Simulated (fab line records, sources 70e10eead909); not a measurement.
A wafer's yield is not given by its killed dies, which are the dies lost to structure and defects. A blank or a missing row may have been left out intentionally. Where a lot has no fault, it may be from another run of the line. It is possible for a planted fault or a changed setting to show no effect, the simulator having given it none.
Which tool was responsible? | flow nand-harc | 36 wafers from 12 lots sampled at 4 of the route's 1302 steps

## WHAT THE GAUGES SHOWED, per wafer
NHARC_P_GATE_CD_MEAS_46 targets a cd of 720 nm.
lot  | measured     | on        | cd-nm (nm)
L075 | day 5 19:42  | cd-sem-03 | 722.2 719.9 722.6
L077 | day 6 17:06  | cd-sem-03 | 718.3 720.0 720.0
L079 | day 7 11:47  | cd-sem-03 | 718.7 715.9 719.5
L081 | day 8 16:05  | cd-sem-01 | 719.5 717.4 719.8
L083 | day 9 20:44  | cd-sem-02 | 716.0 718.5 718.3
L085 | day 10 02:57 | cd-sem-02 | 720.2 721.8 722.7
L087 | day 11 12:03 | cd-sem-03 | 719.8 721.4 722.1
L089 | day 11 16:07 | cd-sem-03 | 720.6 719.7 719.1
L091 | day 12 09:38 | cd-sem-02 | 718.6 714.9 717.8
L093 | day 13 08:58 | cd-sem-03 | 720.7 721.1 720.7
L095 | day 14 10:22 | cd-sem-02 | 719.6 721.4 719.6
L097 | day 14 23:23 | cd-sem-03 | 719.3 720.2 720.5

## WHAT TOOL EACH LOT RAN ON (gives the tool, then ch and the chambers of the sampled wafers, and finally the start)
lot  | NHARC_P_ZERO_WELL_RTA_42         | NHARC_P_GATE_ETCH_104              | NHARC_P_GATE_STRIP_101
L075 | rtp-anneal-01 ch 0, day 2 13:04  | rie-diel-10 ch 0,2,3, day 5 08:01  | rie-diel-10 ch 1,3, day 5 18:47
L077 | rtp-anneal-02 ch 0, day 3 09:28  | rie-diel-10 ch 0,2,3, day 6 05:35  | rie-diel-10 ch 2,3, day 6 16:17
L079 | rtp-anneal-01 ch 0, day 4 05:05  | rie-diel-02 ch 0,2, day 7 00:02    | rie-diel-07 ch 1,2, day 7 10:59
L081 | rtp-anneal-02 ch 0, day 5 01:16  | rie-diel-02 ch 0,2, day 8 04:28    | rie-diel-02 ch 2,3, day 8 15:17
L083 | rtp-anneal-02 ch 0, day 5 21:02  | rie-diel-02 ch 1,3, day 9 09:00    | rie-diel-10 ch 1,2,3, day 9 19:44
L085 | rtp-anneal-02 ch 0, day 6 17:02  | rie-diel-10 ch 0,1,3, day 9 15:14  | rie-diel-10 ch 1,2,3, day 10 02:01
L087 | rtp-anneal-02 ch 0, day 7 12:53  | rie-diel-07 ch 0,2,3, day 11 00:17 | rie-diel-02 ch 0,1,2, day 11 11:07
L089 | rtp-anneal-01 ch 0, day 8 08:54  | rie-diel-02 ch 0,1,2, day 11 04:19 | rie-diel-07 ch 0,1,2, day 11 15:12
L091 | rtp-anneal-01 ch 0, day 9 04:53  | rie-diel-10 ch 0,3, day 11 21:55   | rie-diel-10 ch 1,2,3, day 12 08:38
L093 | rtp-anneal-01 ch 0, day 10 01:22 | rie-diel-07 ch 2,3, day 12 21:10   | rie-diel-02 ch 1,2, day 13 08:02
L095 | rtp-anneal-01 ch 0, day 10 20:55 | rie-diel-07 ch 0,2,3, day 13 22:42 | rie-diel-02 ch 0,2,3, day 14 09:34
L097 | rtp-anneal-02 ch 0, day 11 16:59 | rie-diel-10 ch 0,2,3, day 14 11:43 | rie-diel-02 ch 0,1,2, day 14 22:35
- NHARC_P_ZERO_WELL_RTA_42: time 300 s.
- NHARC_P_GATE_ETCH_104: etches the open film in CF4/CHF3, target depth 60 nm.
- NHARC_P_GATE_STRIP_101: strips in O2, time 20 s.

## THE ANSWER, worked out from the rows above alone
Rule: the lots themselves supply what counts as usual. Put in order of their means at a reading, lots are off if they are a third of the lots or fewer, leave a main group of 4 or more, and stand apart from it by a gap of 3 or more times the standard deviation of the main group's means; of several such gaps the widest counts. Not used: any main group whose means are identical at the precision the tables above print for the reading. A lot without any number at a reading at which 4 lots or more have one is off too. All remaining lots with rows at the step are treated as sound.
No lot is off on any of the readings shown, so nothing can be concluded from this.

## WHAT THE SIMULATOR HAD INSERTED
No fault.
